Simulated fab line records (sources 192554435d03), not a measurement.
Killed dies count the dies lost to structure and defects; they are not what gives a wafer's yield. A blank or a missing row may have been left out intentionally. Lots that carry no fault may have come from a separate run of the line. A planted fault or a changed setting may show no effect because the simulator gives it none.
fab line records / flow n5Finfet
[record] lots = 6 wafers = 18 lastDay = 14
route steps=1938 shown ILD0@341 SDB@347
lots with no fault: from the same line, run without faults
startH: start of the lot's first displayed wafer, in hours after the record's first day / waitH: hours from the lot's prior step to this one / " as in the row above / L1.1+2: several wafers, shown together as one row / - value missing, or start not given / * or withheld: withheld / < > ~ a bound
route shown NAME@n: NAME is a module with steps in the file, n the number in the route of the first one / usual: average and standard deviation across the fault-free wafers / same: alike in all rows / chamber/n: place in a boat / sites: the reading at each site / _std_site: the values' standard deviation / _edge_site: mean of outer sites minus mean of inner sites / radiusMm: for every site, how far away it sits from the centre of the wafer / mask NAME#n: copy n / behind: tool/chamber where the wafer was last shaped / hold: why the lot was held/for how many hours/how that ended / device: the transistor (n, p or np) that didn't switch / end of line: tests run on the same wafers once the route is complete / a step with no rows: only its recipe / killed: dies lost to structure and defects at the first sort, not the wafer's yield / map: shows each die of a wafer: x if killed, . if not, _ if none is there
set.NAME: the run value of the setting; set.NAME@STEP: its run value at that earlier step / model.NAME: the simulator's own value behind a step, which no gauge read
certain route steps with their lots: each step a table, each wafer a row
services: when a tool's chamber went out of use (startH, in hours from the record's first day, below 0 if earlier), for how many hours, and the reason
[[steps]]
[step N5_ILD0_THK_MEAS_08]
[usual] thkNm = 139.1/1.1
lot.wafer=L541.2 tool=filmMetro-02 chamber=- startH=73.21 waitH=- thkNm=136.7
lot.wafer=L541.4 tool=filmMetro-02 chamber=- startH=73.21 waitH=- thkNm=138.8
lot.wafer=L541.5 tool=filmMetro-02 chamber=- startH=73.21 waitH=- thkNm=136.3
lot.wafer=L544.3 tool=filmMetro-02 chamber=- startH=87.77 waitH=- thkNm=140.0
lot.wafer=L544.4 tool=filmMetro-02 chamber=- startH=87.77 waitH=- thkNm=140.3
lot.wafer=L544.6 tool=filmMetro-02 chamber=- startH=87.77 waitH=- thkNm=140.5
lot.wafer=L546.2 tool=filmMetro-02 chamber=- startH=98.21 waitH=- thkNm=139.3
lot.wafer=L546.3 tool=filmMetro-02 chamber=- startH=98.21 waitH=- thkNm=139.5
lot.wafer=L546.6 tool=filmMetro-02 chamber=- startH=98.21 waitH=- thkNm=137.9
lot.wafer=L548.3 tool=filmMetro-02 chamber=- startH=111.49 waitH=- thkNm=142.1
lot.wafer=L548.4 tool=filmMetro-02 chamber=- startH=111.49 waitH=- thkNm=140.4
lot.wafer=L548.6 tool=filmMetro-02 chamber=- startH=111.49 waitH=- thkNm=140.2
lot.wafer=L549.1 tool=filmMetro-01 chamber=- startH=116.84 waitH=- thkNm=138.8
lot.wafer=L549.5 tool=filmMetro-01 chamber=- startH=116.84 waitH=- thkNm=139.4
lot.wafer=L549.6 tool=filmMetro-01 chamber=- startH=116.84 waitH=- thkNm=138.7
lot.wafer=L551.4 tool=filmMetro-01 chamber=- startH=129.54 waitH=- thkNm=139.8
lot.wafer=L551.5 tool=filmMetro-01 chamber=- startH=129.54 waitH=- thkNm=138.4
lot.wafer=L551.6 tool=filmMetro-01 chamber=- startH=129.54 waitH=- thkNm=137.5
[step N5_ILD0_PRECLEAN_10]
[recipe] chemistry = NF3:NH3 afsCycles = 5 timeS = 20 tempC = 30 sublimationTempC = 180 sublimationTimeS = 60 pressureTorr = 3 rfPowerW = 30
[step N5_ILD0_ALD_15]
[recipe] material = SiNx targetThkA = 240 tempC = 400 aldPrecursorFamily = SiH2I2 aldCoReactant = N2/H2-plasma pulseTimeS = 1 aldCycles = 480 purgeTimeS = 2 coReactantPurgeTimeS = 2 pressureTorr = 2
[usual] heaterPowerOuterW = 479/54 heaterPowerW = 796/98 precursorPulseHeightRel = 1.000/0.019
lot.wafer=L541.2 tool=aldSin-04 chamber=2 startH=74.13 waitH=0.7 heaterPowerOuterW=385 heaterPowerW=661 precursorPulseHeightRel=0.982
lot.wafer=L541.4 tool=aldSin-04 chamber=3 startH=74.13 waitH=0.7 heaterPowerOuterW=497 heaterPowerW=851 precursorPulseHeightRel=0.965
lot.wafer=L541.5 tool=aldSin-04 chamber=2 startH=75.21 waitH=1.4 heaterPowerOuterW=382 heaterPowerW=652 precursorPulseHeightRel=0.963
lot.wafer=L544.3 tool=aldSin-04 chamber=1 startH=88.58 waitH=0.4 heaterPowerOuterW=486 heaterPowerW=835 precursorPulseHeightRel=0.984
lot.wafer=L544.4 tool=aldSin-04 chamber=0 startH=88.58 waitH=0.4 heaterPowerOuterW=433 heaterPowerW=707 precursorPulseHeightRel=1.002
lot.wafer=L544.6 tool=aldSin-04 chamber=3 startH=89.67 waitH=1.2 heaterPowerOuterW=501 heaterPowerW=827 precursorPulseHeightRel=1.010
lot.wafer=L546.2 tool=aldSin-03 chamber=1 startH=99.25 waitH=0.8 heaterPowerOuterW=544 heaterPowerW=1011 precursorPulseHeightRel=0.990
lot.wafer=L546.3 tool=aldSin-03 chamber=2 startH=99.25 waitH=0.8 heaterPowerOuterW=435 heaterPowerW=701 precursorPulseHeightRel=0.985
lot.wafer=L546.6 tool=aldSin-03 chamber=2 startH=100.34 waitH=1.4 heaterPowerOuterW=432 heaterPowerW=688 precursorPulseHeightRel=0.987
lot.wafer=L548.3 tool=aldSin-02 chamber=2 startH=112.20 waitH=0.4 heaterPowerOuterW=493 heaterPowerW=803 precursorPulseHeightRel=1.008
lot.wafer=L548.4 tool=aldSin-02 chamber=1 startH=112.20 waitH=0.4 heaterPowerOuterW=544 heaterPowerW=818 precursorPulseHeightRel=1.023
lot.wafer=L548.6 tool=aldSin-02 chamber=1 startH=113.29 waitH=1.1 heaterPowerOuterW=550 heaterPowerW=835 precursorPulseHeightRel=1.014
lot.wafer=L549.1 tool=aldSin-04 chamber=1 startH=117.56 waitH=0.6 heaterPowerOuterW=491 heaterPowerW=829 precursorPulseHeightRel=1.038
lot.wafer=L549.5 tool=aldSin-04 chamber=1 startH=118.64 waitH=1.2 heaterPowerOuterW=488 heaterPowerW=827 precursorPulseHeightRel=0.978
lot.wafer=L549.6 tool=aldSin-04 chamber=0 startH=118.64 waitH=1.2 heaterPowerOuterW=432 heaterPowerW=713 precursorPulseHeightRel=1.003
lot.wafer=L551.4 tool=aldSin-04 chamber=0 startH=131.49 waitH=1.5 heaterPowerOuterW=433 heaterPowerW=727 precursorPulseHeightRel=0.978
lot.wafer=L551.5 tool=aldSin-04 chamber=1 startH=131.49 waitH=1.5 heaterPowerOuterW=496 heaterPowerW=835 precursorPulseHeightRel=1.025
lot.wafer=L551.6 tool=aldSin-04 chamber=0 startH=132.57 waitH=2.3 heaterPowerOuterW=426 heaterPowerW=735 precursorPulseHeightRel=1.016
[step N5_ILD0_CMP_12]
[recipe] stopOn = poly-Si material = SiNx tOverpolishS = 6 postCmpClean = alkalineBrush downForcePsi = 2.5 platenRpm = 51.8 padVelocityMS = 1.0307 targetThkNm = 17.67
[usual] motorCurrentA = 9.1/0.88 overpolishRunS = 5.999/0.0098 timeToEndpointS = 28.4/2.4
lot.wafer=L541.2 tool=cmp-01 chamber=3 startH=76.33 waitH=1.1 motorCurrentA=11.0 overpolishRunS=5.995 timeToEndpointS=28.2
lot.wafer=L541.4 tool=cmp-01 chamber=2 startH=76.33 waitH=1.1 motorCurrentA=8.4 overpolishRunS=6.006 timeToEndpointS=23.8
lot.wafer=L541.5 tool=cmp-01 chamber=3 startH=76.33 waitH=1.1 motorCurrentA=11.3 overpolishRunS=5.994 timeToEndpointS=28.3
lot.wafer=L544.3 tool=cmp-02 chamber=0 startH=90.86 waitH=1.2 motorCurrentA=9.8 overpolishRunS=5.990 timeToEndpointS=29.2
lot.wafer=L544.4 tool=cmp-02 chamber=1 startH=90.86 waitH=1.2 motorCurrentA=9.9 overpolishRunS=6.006 timeToEndpointS=31.0
lot.wafer=L544.6 tool=cmp-02 chamber=3 startH=90.86 waitH=1.2 motorCurrentA=8.5 overpolishRunS=5.992 timeToEndpointS=30.2
lot.wafer=L546.3 tool=cmp-04 chamber=2 startH=101.49 waitH=1.2 motorCurrentA=7.8 overpolishRunS=6.015 timeToEndpointS=31.0
lot.wafer=L546.2 tool=cmp-04 chamber=0 startH=101.49 waitH=1.2 motorCurrentA=9.6 overpolishRunS=5.989 timeToEndpointS=28.3
lot.wafer=L546.6 tool=cmp-04 chamber=2 startH=101.49 waitH=1.2 motorCurrentA=8.0 overpolishRunS=6.010 timeToEndpointS=30.2
lot.wafer=L548.4 tool=cmp-02 chamber=1 startH=114.40 waitH=1.1 motorCurrentA=9.3 overpolishRunS=6.017 timeToEndpointS=30.5
lot.wafer=L548.3 tool=cmp-02 chamber=3 startH=114.40 waitH=1.1 motorCurrentA=8.4 overpolishRunS=6.007 timeToEndpointS=26.7
lot.wafer=L548.6 tool=cmp-02 chamber=2 startH=114.40 waitH=1.1 motorCurrentA=8.5 overpolishRunS=6.005 timeToEndpointS=27.7
lot.wafer=L549.1 tool=cmp-04 chamber=0 startH=120.08 waitH=1.4 motorCurrentA=9.8 overpolishRunS=6.011 timeToEndpointS=28.2
lot.wafer=L549.6 tool=cmp-04 chamber=2 startH=120.08 waitH=1.4 motorCurrentA=8.3 overpolishRunS=6.010 timeToEndpointS=29.0
lot.wafer=L549.5 tool=cmp-04 chamber=3 startH=120.08 waitH=1.4 motorCurrentA=10.9 overpolishRunS=6.006 timeToEndpointS=27.8
lot.wafer=L551.4 tool=cmp-04 chamber=2 startH=133.80 waitH=1.2 motorCurrentA=9.0 overpolishRunS=5.986 timeToEndpointS=29.3
lot.wafer=L551.6 tool=cmp-04 chamber=3 startH=133.80 waitH=1.2 motorCurrentA=10.5 overpolishRunS=5.998 timeToEndpointS=28.1
lot.wafer=L551.5 tool=cmp-04 chamber=0 startH=133.80 waitH=1.2 motorCurrentA=9.2 overpolishRunS=6.001 timeToEndpointS=27.5
[step N5_ILD0_THK_MEAS_13]
[usual] thkNm = 17.6/1
lot.wafer=L541.2 tool=filmMetro-02 chamber=- startH=76.63 waitH=- thkNm=18.0
lot.wafer=L541.4 tool=filmMetro-02 chamber=- startH=76.63 waitH=- thkNm=17.4
lot.wafer=L541.5 tool=filmMetro-02 chamber=- startH=76.63 waitH=- thkNm=17.0
lot.wafer=L544.3 tool=filmMetro-02 chamber=- startH=91.08 waitH=- thkNm=16.9
lot.wafer=L544.4 tool=filmMetro-02 chamber=- startH=91.08 waitH=- thkNm=18.1
lot.wafer=L544.6 tool=filmMetro-02 chamber=- startH=91.08 waitH=- thkNm=17.3
lot.wafer=L546.2 tool=filmMetro-02 chamber=- startH=101.75 waitH=- thkNm=17.5
lot.wafer=L546.3 tool=filmMetro-02 chamber=- startH=101.75 waitH=- thkNm=18.9
lot.wafer=L546.6 tool=filmMetro-02 chamber=- startH=101.75 waitH=- thkNm=17.4
lot.wafer=L548.3 tool=filmMetro-01 chamber=- startH=114.70 waitH=- thkNm=17.8
lot.wafer=L548.4 tool=filmMetro-01 chamber=- startH=114.70 waitH=- thkNm=19.1
lot.wafer=L548.6 tool=filmMetro-01 chamber=- startH=114.70 waitH=- thkNm=18.5
lot.wafer=L549.1 tool=filmMetro-02 chamber=- startH=120.30 waitH=- thkNm=18.4
lot.wafer=L549.5 tool=filmMetro-02 chamber=- startH=120.30 waitH=- thkNm=16.9
lot.wafer=L549.6 tool=filmMetro-02 chamber=- startH=120.30 waitH=- thkNm=19.3
lot.wafer=L551.4 tool=filmMetro-02 chamber=- startH=133.99 waitH=- thkNm=17.6
lot.wafer=L551.5 tool=filmMetro-02 chamber=- startH=133.99 waitH=- thkNm=17.4
lot.wafer=L551.6 tool=filmMetro-02 chamber=- startH=133.99 waitH=- thkNm=17.1
[step N5_ILD0_INSPECT_06]
[recipe] inspectInstrument = darkfield mode = postCmp
[usual] rawDefectCount = 37/15
lot.wafer=L541.2 tool=defectInspect-02 chamber=- startH=76.65 waitH=0.0 rawDefectCount=23
lot.wafer=L541.4 tool=defectInspect-02 chamber=- startH=76.65 waitH=0.0 rawDefectCount=54
lot.wafer=L541.5 tool=defectInspect-02 chamber=- startH=76.65 waitH=0.0 rawDefectCount=38
lot.wafer=L544.3 tool=defectInspect-02 chamber=- startH=91.10 waitH=0.0 rawDefectCount=52
lot.wafer=L544.4 tool=defectInspect-02 chamber=- startH=91.10 waitH=0.0 rawDefectCount=51
lot.wafer=L544.6 tool=defectInspect-02 chamber=- startH=91.10 waitH=0.0 rawDefectCount=27
lot.wafer=L546.2 tool=defectInspect-02 chamber=- startH=101.77 waitH=0.0 rawDefectCount=38
lot.wafer=L546.3 tool=defectInspect-02 chamber=- startH=101.77 waitH=0.0 rawDefectCount=51
lot.wafer=L546.6 tool=defectInspect-02 chamber=- startH=101.77 waitH=0.0 rawDefectCount=35
lot.wafer=L548.3 tool=defectInspect-01 chamber=- startH=114.73 waitH=0.0 rawDefectCount=33
lot.wafer=L548.4 tool=defectInspect-01 chamber=- startH=114.73 waitH=0.0 rawDefectCount=14
lot.wafer=L548.6 tool=defectInspect-01 chamber=- startH=114.73 waitH=0.0 rawDefectCount=24
lot.wafer=L549.1 tool=defectInspect-01 chamber=- startH=120.33 waitH=0.0 rawDefectCount=32
lot.wafer=L549.5 tool=defectInspect-01 chamber=- startH=120.33 waitH=0.0 rawDefectCount=76
lot.wafer=L549.6 tool=defectInspect-01 chamber=- startH=120.33 waitH=0.0 rawDefectCount=32
lot.wafer=L551.4 tool=defectInspect-01 chamber=- startH=134.01 waitH=0.0 rawDefectCount=23
lot.wafer=L551.5 tool=defectInspect-01 chamber=- startH=134.01 waitH=0.0 rawDefectCount=25
lot.wafer=L551.6 tool=defectInspect-01 chamber=- startH=134.01 waitH=0.0 rawDefectCount=54
[step N5_SDB_HM_DEP_00]
[recipe] material = SiNx targetThkA = 400 tempC = 400 precursor = SiH4/NH3/N2 pressureTorr = 1.5 rfW = 300 timeS = 35.3
[usual] heaterPowerOuterW = 454/60 heaterPowerW = 753/74 rfFwdPowerW = 297.5/1.2 showerheadPlenumPTorr = 5.16/0.071 throttleValvePct = 39.6/2.6
lot.wafer=L541.2 tool=pecvd-01 chamber=2 startH=76.69 waitH=0.0 heaterPowerOuterW=401 heaterPowerW=716 rfFwdPowerW=299.7 showerheadPlenumPTorr=5.21 throttleValvePct=40.9
lot.wafer=L541.4 tool=pecvd-01 chamber=0 startH=76.69 waitH=0.0 heaterPowerOuterW=410 heaterPowerW=695 rfFwdPowerW=298.2 showerheadPlenumPTorr=5.09 throttleValvePct=38.1
lot.wafer=L541.5 tool=pecvd-01 chamber=2 startH=76.69 waitH=0.0 heaterPowerOuterW=407 heaterPowerW=712 rfFwdPowerW=299.5 showerheadPlenumPTorr=5.21 throttleValvePct=41.0
lot.wafer=L544.3 tool=pecvd-04 chamber=0 startH=91.14 waitH=0.0 heaterPowerOuterW=509 heaterPowerW=725 rfFwdPowerW=297.9 showerheadPlenumPTorr=5.07 throttleValvePct=39.0
lot.wafer=L544.4 tool=pecvd-04 chamber=0 startH=91.14 waitH=0.0 heaterPowerOuterW=504 heaterPowerW=714 rfFwdPowerW=297.1 showerheadPlenumPTorr=5.06 throttleValvePct=38.9
lot.wafer=L544.6 tool=pecvd-04 chamber=2 startH=91.14 waitH=0.0 heaterPowerOuterW=480 heaterPowerW=841 rfFwdPowerW=296.6 showerheadPlenumPTorr=5.28 throttleValvePct=34.9
lot.wafer=L546.2 tool=pecvd-03 chamber=2 startH=101.81 waitH=0.0 heaterPowerOuterW=400 heaterPowerW=694 rfFwdPowerW=298.1 showerheadPlenumPTorr=5.12 throttleValvePct=36.8
lot.wafer=L546.3 tool=pecvd-03 chamber=0 startH=101.81 waitH=0.0 heaterPowerOuterW=391 heaterPowerW=678 rfFwdPowerW=297.6 showerheadPlenumPTorr=5.14 throttleValvePct=40.4
lot.wafer=L546.6 tool=pecvd-03 chamber=2 startH=101.81 waitH=0.0 heaterPowerOuterW=408 heaterPowerW=679 rfFwdPowerW=297.3 showerheadPlenumPTorr=5.11 throttleValvePct=36.8
lot.wafer=L548.3 tool=pecvd-01 chamber=1 startH=114.76 waitH=0.0 heaterPowerOuterW=531 heaterPowerW=922 rfFwdPowerW=297.5 showerheadPlenumPTorr=5.19 throttleValvePct=40.3
lot.wafer=L548.4 tool=pecvd-01 chamber=2 startH=114.76 waitH=0.0 heaterPowerOuterW=435 heaterPowerW=733 rfFwdPowerW=298.6 showerheadPlenumPTorr=5.22 throttleValvePct=40.8
lot.wafer=L548.6 tool=pecvd-01 chamber=0 startH=114.76 waitH=0.0 heaterPowerOuterW=419 heaterPowerW=731 rfFwdPowerW=297.4 showerheadPlenumPTorr=5.08 throttleValvePct=38.3
lot.wafer=L549.1 tool=pecvd-04 chamber=2 startH=120.37 waitH=0.0 heaterPowerOuterW=424 heaterPowerW=755 rfFwdPowerW=295.6 showerheadPlenumPTorr=5.26 throttleValvePct=35.1
lot.wafer=L549.5 tool=pecvd-04 chamber=2 startH=120.37 waitH=0.0 heaterPowerOuterW=423 heaterPowerW=759 rfFwdPowerW=296.1 showerheadPlenumPTorr=5.26 throttleValvePct=34.9
lot.wafer=L549.6 tool=pecvd-04 chamber=1 startH=120.37 waitH=0.0 heaterPowerOuterW=419 heaterPowerW=733 rfFwdPowerW=298.4 showerheadPlenumPTorr=5.12 throttleValvePct=43.6
lot.wafer=L551.4 tool=pecvd-01 chamber=0 startH=134.07 waitH=0.1 heaterPowerOuterW=398 heaterPowerW=710 rfFwdPowerW=298.5 showerheadPlenumPTorr=5.09 throttleValvePct=37.9
lot.wafer=L551.5 tool=pecvd-01 chamber=1 startH=134.07 waitH=0.1 heaterPowerOuterW=537 heaterPowerW=952 rfFwdPowerW=296.4 showerheadPlenumPTorr=5.18 throttleValvePct=40.6
lot.wafer=L551.6 tool=pecvd-01 chamber=2 startH=134.07 waitH=0.1 heaterPowerOuterW=386 heaterPowerW=713 rfFwdPowerW=298.7 showerheadPlenumPTorr=5.19 throttleValvePct=40.6
[step N5_SDB_COAT_03]
[recipe] resist = SOC tempC = 250 timeS = 60 spinRpm = 1500 resistThkNm = 100
[step N5_SDB_COAT_04]
[recipe] resist = SiARC tempC = 220 timeS = 60 spinRpm = 1500 resistThkNm = 18
[step N5_SDB_COAT_05]
[recipe] resist = CAR-ArF spinRpm = 1500 resistThkNm = 90
[step N5_SDB_EBR_07]
[recipe] solvent = PGMEA ebrWidthMm = 1.5
[step N5_SDB_SOFTBAKE_06]
[recipe] tempC = 110 timeS = 60 resist = CAR-ArF
[step N5_SDB_EXPOSE_08]
[recipe] maskId = SDB na = 1.35 sourceShape = conventional sigmaOuter = 0.5 polarization = unpolarized doseMj = 49.6
[usual] exposureDoseMJCm2 = 49.74/0.19 reticleTempC = 23.00/0.13
[same] na = 1.35
lot.wafer=L541.2 tool=arfiScanner-02 chamber=0 startH=77.02 waitH=- mask=SDB#0 exposureDoseMJCm2=49.96 reticleTempC=22.82
lot.wafer=L541.4 tool=arfiScanner-02 chamber=0 startH=77.02 waitH=- mask=SDB#0 exposureDoseMJCm2=49.94 reticleTempC=23.00
lot.wafer=L541.5 tool=arfiScanner-02 chamber=0 startH=77.02 waitH=- mask=SDB#0 exposureDoseMJCm2=49.96 reticleTempC=22.87
lot.wafer=L544.3 tool=arfiScanner-01 chamber=0 startH=91.35 waitH=- mask=SDB#0 exposureDoseMJCm2=49.54 reticleTempC=23.10
lot.wafer=L544.4 tool=arfiScanner-01 chamber=0 startH=91.35 waitH=- mask=SDB#0 exposureDoseMJCm2=49.54 reticleTempC=23.06
lot.wafer=L544.6 tool=arfiScanner-01 chamber=0 startH=91.35 waitH=- mask=SDB#0 exposureDoseMJCm2=49.59 reticleTempC=22.98
lot.wafer=L546.2 tool=arfiScanner-01 chamber=0 startH=102.17 waitH=- mask=SDB#0 exposureDoseMJCm2=46.05 reticleTempC=22.94
lot.wafer=L546.3 tool=arfiScanner-01 chamber=0 startH=102.17 waitH=- mask=SDB#0 exposureDoseMJCm2=46.07 reticleTempC=22.96
lot.wafer=L546.6 tool=arfiScanner-01 chamber=0 startH=102.17 waitH=- mask=SDB#0 exposureDoseMJCm2=46.05 reticleTempC=22.83
lot.wafer=L548.3 tool=arfiScanner-01 chamber=0 startH=115.10 waitH=- mask=SDB#0 exposureDoseMJCm2=46.81 reticleTempC=22.76
lot.wafer=L548.4 tool=arfiScanner-01 chamber=0 startH=115.10 waitH=- mask=SDB#0 exposureDoseMJCm2=46.83 reticleTempC=22.86
lot.wafer=L548.6 tool=arfiScanner-01 chamber=0 startH=115.10 waitH=- mask=SDB#0 exposureDoseMJCm2=46.81 reticleTempC=22.85
lot.wafer=L549.1 tool=arfiScanner-02 chamber=0 startH=120.70 waitH=- mask=SDB#0 exposureDoseMJCm2=50.02 reticleTempC=22.82
lot.wafer=L549.5 tool=arfiScanner-02 chamber=0 startH=120.70 waitH=- mask=SDB#0 exposureDoseMJCm2=49.97 reticleTempC=22.85
lot.wafer=L549.6 tool=arfiScanner-02 chamber=0 startH=120.70 waitH=- mask=SDB#0 exposureDoseMJCm2=49.97 reticleTempC=22.94
lot.wafer=L551.4 tool=arfiScanner-03 chamber=0 startH=134.39 waitH=- mask=SDB#0 exposureDoseMJCm2=49.63 reticleTempC=22.88
lot.wafer=L551.5 tool=arfiScanner-03 chamber=0 startH=134.39 waitH=- mask=SDB#0 exposureDoseMJCm2=49.56 reticleTempC=22.79
lot.wafer=L551.6 tool=arfiScanner-03 chamber=0 startH=134.39 waitH=- mask=SDB#0 exposureDoseMJCm2=49.63 reticleTempC=22.84
[step N5_SDB_PEB_09]
[recipe] pebTempC = withheld pebTimeS = 60 resist = CAR-ArF
[step N5_SDB_DEVELOP_10]
[recipe] developTimeS = 30 developer = TMAH resist = CAR-ArF rinseLiquid = diw dry = airSpin devTempC = 23
[step N5_SDB_CD_MEAS_11]
[recipe] targetCdNm = 50 landingEnergyEv = 500 detector = seInlens polarity = opening
[usual] cdNm = 49.4/1.1
lot.wafer=L541.2 tool=cdSem-01 chamber=0 startH=77.14 waitH=- cdNm=48.4
lot.wafer=L541.4 tool=cdSem-01 chamber=0 startH=77.14 waitH=- cdNm=47.2
lot.wafer=L541.5 tool=cdSem-01 chamber=0 startH=77.14 waitH=- cdNm=48.7
lot.wafer=L544.3 tool=cdSem-03 chamber=0 startH=91.47 waitH=- cdNm=48.5
lot.wafer=L544.4 tool=cdSem-03 chamber=0 startH=91.47 waitH=- cdNm=46.5
lot.wafer=L544.6 tool=cdSem-03 chamber=0 startH=91.47 waitH=- cdNm=49.4
lot.wafer=L546.2 tool=cdSem-01 chamber=0 startH=102.29 waitH=- cdNm=41.4
lot.wafer=L546.3 tool=cdSem-01 chamber=0 startH=102.29 waitH=- cdNm=42.6
lot.wafer=L546.6 tool=cdSem-01 chamber=0 startH=102.29 waitH=- cdNm=43.3
lot.wafer=L548.3 tool=cdSem-03 chamber=0 startH=115.22 waitH=- cdNm=44.7
lot.wafer=L548.4 tool=cdSem-03 chamber=0 startH=115.22 waitH=- cdNm=45.0
lot.wafer=L548.6 tool=cdSem-03 chamber=0 startH=115.22 waitH=- cdNm=43.7
lot.wafer=L549.1 tool=cdSem-02 chamber=0 startH=120.83 waitH=- cdNm=48.8
lot.wafer=L549.5 tool=cdSem-02 chamber=0 startH=120.83 waitH=- cdNm=50.7
lot.wafer=L549.6 tool=cdSem-02 chamber=0 startH=120.83 waitH=- cdNm=49.6
lot.wafer=L551.4 tool=cdSem-02 chamber=0 startH=134.50 waitH=- cdNm=48.7
lot.wafer=L551.5 tool=cdSem-02 chamber=0 startH=134.50 waitH=- cdNm=49.2
lot.wafer=L551.6 tool=cdSem-02 chamber=0 startH=134.50 waitH=- cdNm=47.4
[step N5_SDB_OVL_MEAS_12]
[recipe] pointsPerWafer = 44
[usual] SDB_OVL = 0.3/0.76
lot.wafer=L541.2 tool=overlay-01 chamber=0 startH=77.17 waitH=0.0 SDB_OVL[nm]=0.2
lot.wafer=L541.4 tool=overlay-01 chamber=0 startH=77.17 waitH=0.0 SDB_OVL[nm]=-0.2
lot.wafer=L541.5 tool=overlay-01 chamber=0 startH=77.17 waitH=0.0 SDB_OVL[nm]=0.9
lot.wafer=L544.3 tool=overlay-02 chamber=0 startH=91.50 waitH=0.0 SDB_OVL[nm]=-0.7
lot.wafer=L544.4 tool=overlay-02 chamber=0 startH=91.50 waitH=0.0 SDB_OVL[nm]=1.1
lot.wafer=L544.6 tool=overlay-02 chamber=0 startH=91.50 waitH=0.0 SDB_OVL[nm]=1.1
lot.wafer=L546.2 tool=overlay-02 chamber=0 startH=102.32 waitH=0.0 SDB_OVL[nm]=-1.4
lot.wafer=L546.3 tool=overlay-02 chamber=0 startH=102.32 waitH=0.0 SDB_OVL[nm]=-0.9
lot.wafer=L546.6 tool=overlay-02 chamber=0 startH=102.32 waitH=0.0 SDB_OVL[nm]=-1.8
lot.wafer=L548.3 tool=overlay-02 chamber=0 startH=115.25 waitH=0.0 SDB_OVL[nm]=0.4
lot.wafer=L548.4 tool=overlay-02 chamber=0 startH=115.25 waitH=0.0 SDB_OVL[nm]=0.1
lot.wafer=L548.6 tool=overlay-02 chamber=0 startH=115.25 waitH=0.0 SDB_OVL[nm]=0.6
lot.wafer=L549.1 tool=overlay-01 chamber=0 startH=120.86 waitH=0.0 SDB_OVL[nm]=-0.5
lot.wafer=L549.5 tool=overlay-01 chamber=0 startH=120.86 waitH=0.0 SDB_OVL[nm]=-0.3
lot.wafer=L549.6 tool=overlay-01 chamber=0 startH=120.86 waitH=0.0 SDB_OVL[nm]=0.6
lot.wafer=L551.4 tool=overlay-02 chamber=0 startH=134.53 waitH=0.0 SDB_OVL[nm]=0.3
lot.wafer=L551.5 tool=overlay-02 chamber=0 startH=134.53 waitH=0.0 SDB_OVL[nm]=-0.3
lot.wafer=L551.6 tool=overlay-02 chamber=0 startH=134.53 waitH=0.0 SDB_OVL[nm]=0.6
[[services]]
tool=arfiScanner-01 chamber=- startH=54.48 hours=1.0 kind=pm
tool=pecvd-03 chamber=1 startH=59.23 hours=46.4 kind=repair
tool=arfiScanner-02 chamber=- startH=60.29 hours=1.3 kind=pm
tool=cmp-02 chamber=- startH=61.79 hours=6.2 kind=pm
tool=pecvd-01 chamber=1 startH=68.15 hours=5.5 kind=scheduledDown
tool=arfiScanner-03 chamber=- startH=80.36 hours=1.3 kind=repair
tool=arfiScanner-02 chamber=- startH=82.75 hours=4.9 kind=pm
tool=aldSin-03 chamber=- startH=85.25 hours=14.0 kind=pm
tool=aldSin-03 chamber=0 startH=85.25 hours=14.0 kind=ventCycle
tool=aldSin-03 chamber=1 startH=85.25 hours=14.0 kind=ventCycle
tool=aldSin-03 chamber=2 startH=85.25 hours=14.0 kind=ventCycle
tool=aldSin-03 chamber=3 startH=85.25 hours=14.0 kind=ventCycle
tool=cmp-01 chamber=- startH=90.69 hours=0.4 kind=repair
tool=arfiScanner-01 chamber=- startH=92.97 hours=1.3 kind=pm
tool=arfiScanner-01 chamber=- startH=94.27 hours=1.0 kind=pm
tool=aldSin-03 chamber=0 startH=99.25 hours=- kind=clean
tool=aldSin-03 chamber=1 startH=99.25 hours=- kind=clean
tool=cmp-04 chamber=- startH=103.78 hours=12.7 kind=repair
tool=cmp-02 chamber=- startH=116.60 hours=4.0 kind=pm
tool=cmp-02 chamber=- startH=120.60 hours=- kind=consumableReplace:conditioner
tool=cmp-02 chamber=- startH=120.60 hours=- kind=consumableReplace:pad
tool=pecvd-01 chamber=- startH=124.78 hours=0.8 kind=repair
tool=arfiScanner-03 chamber=- startH=127.00 hours=1.3 kind=pm
tool=pecvd-04 chamber=- startH=127.86 hours=5.5 kind=pm
[[key]]
[firstSign] step = N5_SDB_EXPOSE_08 reading = exposureDoseMJCm2 direction = down sigmas = 17 usual = 49.74 struck = 46.44
[effect] step = N5_SDB_CD_MEAS_11 reading = cdNm direction = down sigmas = 5.2 usual = 49.4 struck = 43.5 through = controlLoop
metAt N5_SDB_EXPOSE_08
struckWafers L546.2,L546.3,L546.6,L548.3,L548.4,L548.6
rowsEnd L546.2,L546.3,L546.6,L548.3,L548.4,L548.6
[loopTrim] step = N5_SDB_EXPOSE_08 setting = dose lots = L548
onsetBetween 91.35 102.17
[fault] kind = processParameterDrift tool = arfiScanner-01 chamber = - onsetH = 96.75 steps = N5_SDB_EXPOSE_08 channel = doseMj offset = -3.4539 shape = step actsIn = theseRecipesOnly stated = 49.6
// rowsEnd: these wafers met a further fault down the route, and their rows from its step on are left out
// loopTrim: a control loop set the setting to another value than it would have without faults
